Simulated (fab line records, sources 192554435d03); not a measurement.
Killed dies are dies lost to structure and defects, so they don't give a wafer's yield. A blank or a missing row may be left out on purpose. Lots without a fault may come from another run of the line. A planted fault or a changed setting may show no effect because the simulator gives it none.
fab line records | flow n5_finfet | part 1 of 2: steps 1 to 4 of 6
record lots=23 wafers=69 last_day=18
route steps=1938 shown BEOL_M15@1804 MIM_TOP@1835 MIM_BOT_LITHO@1865
lots that met no fault: from a run of the same line without faults
start_h: hours from the record's first day to the start of the lot's first wafer shown | wait_h: hours since the lot's step before | " the same as in the row above | L1.1+2: a row that stands for several wafers | - no value, or no start given | * or withheld: withheld | < > ~ a bound
route shown NAME@n: a module of which the file shows steps, and the number in the route of the first | usual: mean/standard deviation of fault-free wafers | same: alike in all rows | chamber/n: place in a boat | sites: the reading at each site | _std_site: their standard deviation | _edge_site: outer sites' mean less inner sites' | radius_mm: how far each site lies from the wafer's centre | mask NAME#n: copy n | behind: the tool/chamber that last shaped the wafer | hold: why the lot was held/for how many hours/how that ended | device: the transistor (n, p or np) that didn't switch | end of line: the same wafers' tests at the end of the route | a step without rows: its recipe alone | killed: dies lost to structure and defects at the first sort, not the wafer's yield | map: a wafer's dies, x killed, . not, _ none there
set.NAME: the setting as run; set.NAME@STEP: as run at that earlier step | model.NAME: the simulator's own value behind a step, which no gauge read
steps of the route over a sample of lots; a table a step, a row a wafer
services: from which hour (start_h, from the record's first day; less than 0 if before it) a tool's chamber was out of use, for how many hours, and why
## steps
# step N5_BEOL_M15_CD_MEAS_28
# recipe target_cd_nm=407.6 landing_energy_ev=500 detector=se_inlens
# usual cd_nm=408.1/2.5
# columns lot.wafer tool chamber start_h wait_h cd_nm
L074.3 cd_sem-03 0 244.32 - 402.6
L074.4 " 0 " " 404.2
L074.5 " 0 " " 402.7
L076.4 cd_sem-01 0 259.66 - 401.4
L076.5 " 0 " " 401.5
L076.6 " 0 " " 403.0
L077.2 cd_sem-02 0 262.62 - 408.0
L077.3 " 0 " " 407.7
L077.4 " 0 " " 406.5
L078.2 cd_sem-02 0 271.43 - 407.8
L078.4 " 0 " " 409.9
L078.6 " 0 " " 409.1
L079.4 cd_sem-01 0 272.03 - 410.0
L079.5 " 0 " " 407.5
L079.6 " 0 " " 409.4
L075.2 cd_sem-01 0 277.46 - 405.8
L075.5 " 0 " " 405.5
L075.6 " 0 " " 408.5
L080.2 cd_sem-03 0 290.78 - 410.2
L080.5 " 0 " " 408.3
L080.6 " 0 " " 409.5
L081.2 cd_sem-01 0 296.99 - 414.3
L081.3 " 0 " " 410.7
L081.5 " 0 " " 410.3
L082.2 cd_sem-02 0 315.82 - 409.6
L082.4 " 0 " " 408.1
L082.5 " 0 " " 409.0
L084.1 cd_sem-01 0 320.72 - 407.5
L084.5 " 0 " " 408.6
L084.6 " 0 " " 405.4
L083.2 cd_sem-02 0 324.21 - 409.5
L083.3 " 0 " " 411.2
L083.6 " 0 " " 411.5
L086.2 cd_sem-02 0 326.49 - 409.9
L086.3 " 0 " " 410.5
L086.5 " 0 " " 411.3
L085.3 cd_sem-03 0 333.53 - 410.4
L085.4 " 0 " " 411.9
L085.5 " 0 " " 408.5
L087.3 cd_sem-02 0 342.09 - 405.9
L087.5 " 0 " " 407.9
L087.6 " 0 " " 405.6
L088.1 cd_sem-03 0 342.41 - 407.3
L088.2 " 0 " " 405.0
L088.3 " 0 " " 407.8
L089.1 cd_sem-03 0 348.44 - 408.0
L089.3 " 0 " " 407.5
L089.6 " 0 " " 406.6
L090.2 cd_sem-02 0 358.43 - 408.2
L090.3 " 0 " " 408.4
L090.6 " 0 " " 407.0
L091.1 cd_sem-01 0 361.06 - 410.5
L091.3 " 0 " " 410.1
L091.4 " 0 " " 410.8
L092.1 cd_sem-03 0 363.05 - 408.9
L092.3 " 0 " " 407.9
L092.6 " 0 " " 406.2
L093.1 cd_sem-02 0 368.22 - 411.0
L093.3 " 0 " " 409.3
L093.6 " 0 " " 410.6
L094.2 cd_sem-03 0 372.24 - 406.6
L094.3 " 0 " " 409.0
L094.6 " 0 " " 409.3
L095.1 cd_sem-01 0 389.13 - 410.4
L095.2 " 0 " " 406.8
L095.5 " 0 " " 409.8
L097.1 cd_sem-02 0 404.34 - 405.9
L097.2 " 0 " " 405.5
L097.5 " 0 " " 409.9
# step N5_BEOL_M15_TRENCH_ETCH_34
# recipe chemistry=C4F8/O2/Ar target=SiO2 target_depth_a=8729.3 he_inner_torr=15 he_outer_torr=30 time_s=199 ion_energy_ev=800 pressure_mtorr=20 source_w=1905 bias_w=2040 Ar_flow_sccm=400 C4F8_flow_sccm=16 O2_flow_sccm=12
# usual O2_flow_sccm=12.00/0.039 drypump_motor_current_A=5.5/0.45 oes_product_au=0.77/0.088 rf_fwd_power_W=1899/6.1 rf_vpp_V=2216/34 showerhead_plenum_p_Torr=3.36/0.11 throttle_valve_pct=30.91/0.24
# columns lot.wafer tool chamber start_h wait_h O2_flow_sccm drypump_motor_current_A oes_product_au rf_fwd_power_W rf_hours_counter_h rf_vpp_V showerhead_plenum_p_Torr throttle_valve_pct
L074.3 rie_diel-04 1 244.49 0.0 12.04 5.5 0.94 1899 22 2227 3.48 31.16
L074.4 " 0 " " 12.01 6.0 0.79 1901 144 2279 3.29 30.77
L074.5 " 1 " " 12.03 5.5 0.93 1903 - 2226 3.48 31.16
L076.4 rie_diel-06 3 259.83 0.0 11.97 5.0 0.90 1895 32 2177 3.49 30.50
L076.5 " 2 " " 12.04 5.7 0.68 1894 - 2215 3.41 30.92
L076.6 " 3 " " 11.95 5.0 0.90 1909 - 2175 3.49 30.51
L077.2 rie_diel-04 3 262.79 0.0 12.00 4.9 0.71 1904 219 2193 3.40 30.94
L077.3 " 0 " " 11.96 6.1 0.77 1899 149 2277 3.29 30.78
L077.4 " 1 " " 11.97 5.5 0.92 1895 27 2227 3.48 31.16
L078.2 rie_diel-04 1 272.25 0.0 11.92 5.5 0.92 1916 31 2226 3.47 31.16
L078.4 " 2 " " 12.02 4.8 0.84 1907 61 2172 3.36 30.82
L078.6 " 3 " " 12.03 4.9 0.70 1899 - 2191 3.40 30.94
L079.4 rie_diel-04 1 272.57 0.0 12.02 5.5 0.91 1898 31 2226 3.47 31.15
L079.5 " 0 " " 12.02 6.1 0.77 1902 - 2278 3.29 30.78
L079.6 " 1 " " 12.03 5.5 0.91 1901 - 2226 3.47 31.19
L075.2 rie_diel-04 0 278.37 0.0 11.93 6.0 0.77 1897 155 2280 3.29 30.79
L075.5 " 2 " " 12.00 4.8 0.84 1902 - 2174 3.36 30.79
L075.6 " 1 " " 11.96 5.5 0.90 1900 - 2227 3.47 31.17
L080.2 rie_diel-04 0 290.96 0.0 12.00 6.0 0.77 1901 159 2278 3.29 30.81
L080.5 " 0 " " 12.00 6.0 0.77 1906 - 2278 3.29 30.81
L080.6 " 1 " " 11.98 5.5 0.90 1903 - 2227 3.47 31.17
L081.2 rie_diel-03 1 298.01 0.0 12.05 5.6 0.69 1893 230 2272 3.36 30.67
L081.3 " 3 " " 11.96 5.7 0.71 1897 194 2194 3.26 31.07
L081.5 " 1 " " 12.04 5.6 0.70 1895 - 2273 3.36 30.69
L082.2 rie_diel-03 2 316.38 0.0 12.02 5.2 0.69 1888 222 2235 3.53 31.19
L082.4 " 1 " " 12.05 5.6 0.70 1895 239 2273 3.36 30.71
L082.5 " 0 " " 12.03 5.7 0.72 1898 - 2199 3.17 31.01
L084.1 rie_diel-04 0 321.13 0.0 12.01 6.0 0.76 1898 173 2276 3.28 30.80
L084.5 " 0 " " 12.01 6.0 0.76 1893 - 2277 3.28 30.81
L084.6 " 1 " " 12.07 5.5 0.88 1913 - 2225 3.46 31.18
L083.2 rie_diel-04 0 324.50 0.0 11.96 6.0 0.76 1898 174 2278 3.28 30.83
L083.3 " 3 " " 12.03 4.9 0.68 1910 244 2190 3.38 30.95
L083.6 " 3 " " 12.07 4.9 0.69 1898 - 2190 3.38 30.94
L086.2 rie_diel-03 3 326.66 0.0 11.94 5.7 0.72 1893 207 2193 3.25 31.11
L086.3 " 1 " " 12.05 5.7 0.69 1896 243 2272 3.36 30.68
L086.5 " 3 " " 11.99 5.7 0.71 1889 - 2195 3.25 31.07
L085.3 rie_diel-03 1 335.13 0.0 11.97 5.6 0.69 1895 247 2272 3.36 30.69
L085.4 " 3 " " 11.98 5.7 0.72 1901 211 2193 3.25 31.08
L085.5 " 0 " " 11.98 5.7 0.70 1907 - 2198 3.16 31.04
L087.3 rie_diel-06 1 342.26 0.0 11.92 5.8 0.75 1896 181 2198 3.31 31.28
L087.5 " 1 " " 11.95 5.9 0.74 1906 - 2197 3.31 31.26
L087.6 " 0 " " 11.99 6.4 0.78 1887 - 2231 3.46 30.56
L088.1 rie_diel-03 2 342.67 0.0 12.02 5.2 0.69 1899 233 2234 3.53 31.20
L088.2 " 0 " " 11.93 5.7 0.70 1891 193 2199 3.16 31.01
L088.3 " 1 " " 12.01 5.6 0.68 1894 250 2271 3.35 30.71
L089.1 rie_diel-06 3 348.63 0.0 12.05 5.0 0.90 1895 37 2174 3.49 30.52
L089.3 " 0 " " 12.01 6.4 0.78 1895 107 2230 3.45 30.58
L089.6 " 1 " " 12.02 5.9 0.74 1904 - 2197 3.30 31.27
L090.2 rie_diel-06 0 358.83 0.0 12.00 6.4 0.76 1895 111 2231 3.45 30.58
L090.3 " 2 " " 12.03 5.7 0.67 1898 230 2217 3.41 30.93
L090.6 " 1 " " 11.96 5.8 0.74 1897 - 2194 3.30 31.26
L091.1 rie_diel-03 2 361.28 0.1 11.99 5.2 0.68 1892 241 2232 3.52 31.21
L091.3 " 0 " " 12.05 5.7 0.70 1895 - 2199 3.16 31.04
L091.4 " 2 " " 11.99 5.2 0.68 1894 - 2234 3.52 31.21
L092.1 rie_diel-04 3 363.22 0.0 11.99 4.9 1.00 1911 2 2188 3.38 30.84
L092.3 " 2 " " 11.97 4.8 0.80 1908 98 2170 3.34 30.84
L092.6 " 0 " " 11.96 6.0 0.75 1891 - 2276 3.27 30.82
L093.1 rie_diel-06 0 368.61 0.0 12.01 6.4 0.77 1892 114 2231 3.45 30.59
L093.3 " 2 " " 11.99 5.7 0.68 1909 234 2216 3.40 30.97
L093.6 " 3 " " 11.97 5.1 0.88 1899 - 2176 3.48 30.52
L094.2 rie_diel-06 2 372.42 0.0 12.03 5.7 0.68 1892 235 2216 3.40 30.95
L094.3 " 1 " " 12.00 5.8 0.74 1894 192 2199 3.30 31.29
L094.6 " 3 " " 12.02 5.0 0.88 1902 - 2175 3.48 30.52
L095.1 rie_diel-03 2 389.38 0.0 11.97 5.1 0.67 1898 249 2232 3.52 31.20
L095.2 " 1 " " 11.98 5.6 0.97 1900 6 2273 3.35 30.40
L095.5 " 2 " " 12.00 5.2 0.66 1896 - 2233 3.52 31.20
L097.1 rie_diel-06 1 404.51 0.0 11.99 5.8 0.73 1896 202 2194 3.29 31.28
L097.2 " 0 " " 12.03 6.4 0.75 1894 126 2230 3.44 30.59
L097.5 " 3 " " 11.90 5.0 0.87 1898 - 2174 3.48 30.53
# step N5_BEOL_M15_STRIP_36
# recipe chemistry=O2 power_w=600 temp_c=60 pressure_mtorr=30 rf_frequency_hz=6e+07 bias_power_w=0 overash_fraction=0.3 o2_flow_sccm=225
# usual drypump_motor_current_A=5.5/0.4 o2_flow_sccm=225.1/0.64 oes_product_au=0.77/0.087 rf_vpp_V=3.6/1 showerhead_plenum_p_Torr=2.05/0.071 throttle_valve_pct=16.81/0.23
# columns lot.wafer tool chamber start_h wait_h drypump_motor_current_A o2_flow_sccm oes_product_au rf_hours_counter_h rf_vpp_V showerhead_plenum_p_Torr throttle_valve_pct
L074.3 rie_diel-06 1 245.16 0.5 5.8 225.7 0.76 174 3.8 2.02 17.05
L074.4 " 3 " " 5.0 226.1 0.92 28 4.1 2.14 16.36
L074.5 " 0 " " 6.4 224.5 0.77 - 3.6 2.09 16.33
L076.4 rie_diel-03 0 260.17 0.2 5.7 224.4 0.74 157 3.3 1.94 16.85
L076.5 " 3 " " 5.8 225.5 0.74 - 4.4 1.99 17.04
L076.6 " 2 " " 5.2 225.8 0.71 - 1.6 2.17 16.93
L077.2 rie_diel-04 3 267.16 4.2 4.9 224.2 0.71 220 3.6 2.05 16.76
L077.3 " 1 " " 5.5 224.9 0.93 29 2.7 2.15 16.92
L077.4 " 0 " " 6.0 225.1 0.77 150 6.1 2.00 16.69
L078.2 rie_diel-04 0 274.26 1.8 6.0 224.2 0.76 153 4.0 2.00 16.67
L078.4 " 2 " " 4.9 225.2 0.86 62 2.5 2.05 16.51
L078.6 " 0 " " 6.0 224.3 0.76 - 2.5 2.00 16.68
L079.4 rie_diel-03 0 274.44 1.7 5.7 224.4 0.73 163 3.0 1.94 16.87
L079.5 " 2 " " 5.2 225.0 0.69 - 2.4 2.17 16.98
L079.6 " 3 " " 5.7 224.4 0.71 - 2.5 1.99 17.08
L075.2 rie_diel-03 0 281.72 3.2 5.7 226.5 0.75 166 3.3 1.94 16.87
L075.5 " 2 " " 5.1 225.0 0.69 - 3.8 2.17 16.93
L075.6 " 1 " " 5.6 225.1 0.72 - 4.5 2.08 16.75
L080.2 rie_diel-04 3 292.45 1.3 4.9 223.9 0.69 230 4.3 2.05 16.78
L080.5 " 0 " " 6.0 225.2 0.77 - 3.7 2.00 16.73
L080.6 " 1 " " 5.5 225.4 0.90 - 3.4 2.14 16.95
L081.2 rie_diel-03 3 298.44 0.2 5.7 225.2 0.72 194 3.1 1.99 17.08
L081.3 " 2 " " 5.2 225.2 0.69 214 4.8 2.16 16.97
L081.5 " 1 " " 5.6 225.0 0.71 - 5.1 2.08 16.75
L082.2 rie_diel-04 2 319.24 2.7 4.8 225.4 0.85 81 2.3 2.04 16.55
L082.4 " 1 " " 5.5 224.4 0.88 51 2.9 2.14 16.97
L082.5 " 0 " " 6.0 225.7 0.75 - 3.9 1.99 16.73
L084.1 rie_diel-03 0 322.09 0.8 5.7 224.0 0.72 184 3.0 1.93 16.87
L084.5 " 2 " " 5.2 225.8 0.68 - 3.1 2.16 16.97
L084.6 " 3 " " 5.7 225.1 0.71 - 3.8 1.98 17.10
L083.2 rie_diel-03 0 324.95 0.3 5.7 225.6 0.74 185 2.7 1.93 16.92
L083.3 " 1 " " 5.6 225.5 0.68 242 3.4 2.07 16.83
L083.6 " 1 " " 5.6 225.0 0.69 - 3.7 2.08 16.78
L086.2 rie_diel-03 1 329.23 2.4 5.7 224.4 0.69 244 4.7 2.07 16.80
L086.3 " 2 " " 5.2 224.8 0.70 228 3.8 2.16 16.94
L086.5 " 0 " " 5.7 225.2 0.72 - 2.6 1.93 16.90
L085.3 rie_diel-04 2 338.32 3.0 4.8 225.4 0.82 89 5.4 2.04 16.52
L085.4 " 0 " " 6.0 225.7 0.74 - 2.4 1.99 16.76
L085.5 " 1 " " 5.5 226.2 0.85 - 2.6 2.13 16.97
L087.3 rie_diel-03 2 343.17 0.7 5.2 225.1 0.68 233 6.7 2.16 17.02
L087.5 " 0 " " 5.7 225.4 0.72 - 2.8 1.93 16.93
L087.6 " 3 " " 5.7 225.2 0.71 - 4.2 1.98 17.14
L088.1 rie_diel-04 0 343.25 0.4 6.0 224.4 0.75 183 3.5 1.99 16.79
L088.2 " 1 " " 5.5 225.5 0.85 63 3.5 2.13 16.97
L088.3 " 2 " " 4.8 224.5 0.84 91 4.4 2.03 16.59
L089.1 rie_diel-04 0 349.08 0.3 6.0 225.1 0.76 186 2.7 1.99 16.77
L089.3 " 2 " " 4.9 224.2 0.83 94 3.7 2.03 16.57
L089.6 " 0 " " 6.0 224.7 0.74 - 3.4 1.99 16.78
L090.2 rie_diel-06 2 359.15 0.1 5.7 224.6 0.68 230 2.8 2.06 16.72
L090.3 " 1 " " 5.8 225.8 0.73 187 4.1 2.02 17.07
L090.6 " 0 " " 6.4 225.9 0.77 - 4.3 2.09 16.40
L091.1 rie_diel-04 0 362.05 0.5 6.0 225.2 0.74 190 4.4 1.98 16.80
L091.3 " 2 " " 4.8 225.4 0.83 98 3.9 2.03 16.58
L091.4 " 1 " " 5.5 225.3 0.86 70 2.0 2.13 16.98
L092.1 rie_diel-04 0 364.06 0.6 6.0 224.7 0.74 191 3.5 1.98 16.76
L092.3 " 3 " " 4.9 224.9 0.98 2 3.0 2.04 16.41
L092.6 " 1 " " 5.5 225.9 0.84 - 2.3 2.13 16.98
L093.1 rie_diel-03 0 368.84 0.0 5.7 225.1 0.71 204 5.6 1.92 16.95
L093.3 " 2 " " 5.2 224.4 0.67 244 3.2 2.15 16.99
L093.6 " 0 " " 5.7 224.3 0.70 - 4.2 1.93 16.92
L094.2 rie_diel-06 0 374.61 2.0 6.4 224.5 0.77 117 4.2 2.09 16.38
L094.3 " 2 " " 5.6 224.6 0.68 235 3.5 2.06 16.74
L094.6 " 2 " " 5.7 224.7 0.68 - 2.6 2.06 16.77
L095.1 rie_diel-06 3 391.05 1.5 5.0 225.3 0.89 49 5.4 2.13 16.44
L095.2 " 0 " " 6.4 225.6 0.76 122 2.9 2.08 16.41
L095.5 " 1 " " 5.8 224.4 0.74 - 5.0 2.01 17.08
L097.1 rie_diel-03 1 407.64 2.9 5.6 223.3 0.94 12 4.0 2.07 16.33
L097.2 " 3 " " 5.7 224.8 0.69 234 3.1 1.97 17.13
L097.5 " 0 " " 5.7 223.9 0.71 - 4.9 1.92 16.97
# step N5_MIM_TOP_ALD_01
# recipe material=HfO2 target_thk_a=56 temp_c=withheld ald_precursor_family=Hf-amide ald_co_reactant=O3 pulse_time_s=1 purge_time_s=3 co_reactant_purge_time_s=2 co_reactant_pulse_time_s=3 ald_cycles=62
# usual precursor_pulse_height_rel=0.997/0.02
# columns lot.wafer tool chamber start_h wait_h precursor_pulse_height_rel since_wet_clean_h
L074.3 ald_hk-03 1 - - 0.994 220
L074.4 " 2 " " 0.999 220
L074.5 " 3 " " 0.967 -
L076.4 ald_hk-01 0 - - 1.011 2044
L076.5 " 2 " " 1.018 -
L076.6 " 1 " " 1.016 -
L077.2 ald_hk-01 3 - - 0.998 2047
L077.3 " 2 " " 0.971 2047
L077.4 " 0 " " 0.993 2047
L078.2 ald_hk-01 1 - - 1.006 2053
L078.4 " 0 " " 1.010 2053
L078.6 " 1 " " 0.983 -
L079.4 ald_hk-01 3 - - 1.010 2058
L079.5 " 3 " " 0.998 -
L079.6 " 2 " " 0.988 -
L075.2 ald_hk-02 1 - - 0.963 1167
L075.5 " 3 " " 1.018 -
L075.6 " 0 " " 1.036 -
L080.2 ald_hk-03 2 - - 0.985 265
L080.5 " 1 " " 0.976 -
L080.6 " 2 " " 1.029 -
L081.2 ald_hk-02 2 - - 0.982 1182
L081.3 " 3 " " 0.998 1182
L081.5 " 2 " " 0.995 -
L082.2 ald_hk-01 0 - - 1.046 2099
L082.4 " 1 " " 1.018 2099
L082.5 " 3 " " 1.035 -
L084.1 ald_hk-01 0 - - 1.010 2101
L084.5 " 0 " " 1.013 -
L084.6 " 3 " " 1.005 -
L083.2 ald_hk-02 3 - - 1.020 1209
L083.3 " 0 " " 1.002 1209
L083.6 " 2 " " 1.004 -
L086.2 ald_hk-02 1 - - 0.985 1214
L086.3 " 2 " " 0.983 1214
L086.5 " 0 " " 0.994 -
L085.3 ald_hk-02 3 - - 1.006 1222
L085.4 " 0 " " 1.009 1222
L085.5 " 3 " " 0.972 -
L087.3 ald_hk-02 2 - - 1.020 1229
L087.5 " 0 " " 0.988 -
L087.6 " 1 " " 0.991 -
L088.1 ald_hk-03 2 - - 0.989 319
L088.2 " 3 " " 0.989 319
L088.3 " 0 " " 0.986 319
L089.1 ald_hk-03 3 - - 0.944 323
L089.3 " 2 " " 0.995 323
L089.6 " 3 " " 1.026 -
L090.2 ald_hk-02 2 - - 0.985 1243
L090.3 " 1 " " 0.987 1243
L090.6 " 0 " " 0.996 -
L091.1 ald_hk-03 0 - - 1.009 338
L091.3 " 2 " " 0.996 338
L091.4 " 1 " " 0.996 338
L092.1 ald_hk-01 3 - - 1.010 2145
L092.3 " 0 " " 0.979 2145
L092.6 " 0 " " 1.003 -
L093.1 ald_hk-03 2 - - 0.997 342
L093.3 " 0 " " 0.965 342
L093.6 " 2 " " 0.961 -
L094.2 ald_hk-03 1 - - 1.017 350
L094.3 " 0 " " 1.014 350
L094.6 " 3 " " 1.003 -
L095.1 ald_hk-01 3 - - 1.039 2173
L095.2 " 0 " " 1.046 2173
L095.5 " 3 " " 0.993 -
L097.1 ald_hk-02 1 - - 1.016 1292
L097.2 " 2 " " 0.998 1292
L097.5 " 2 " " 0.992 -
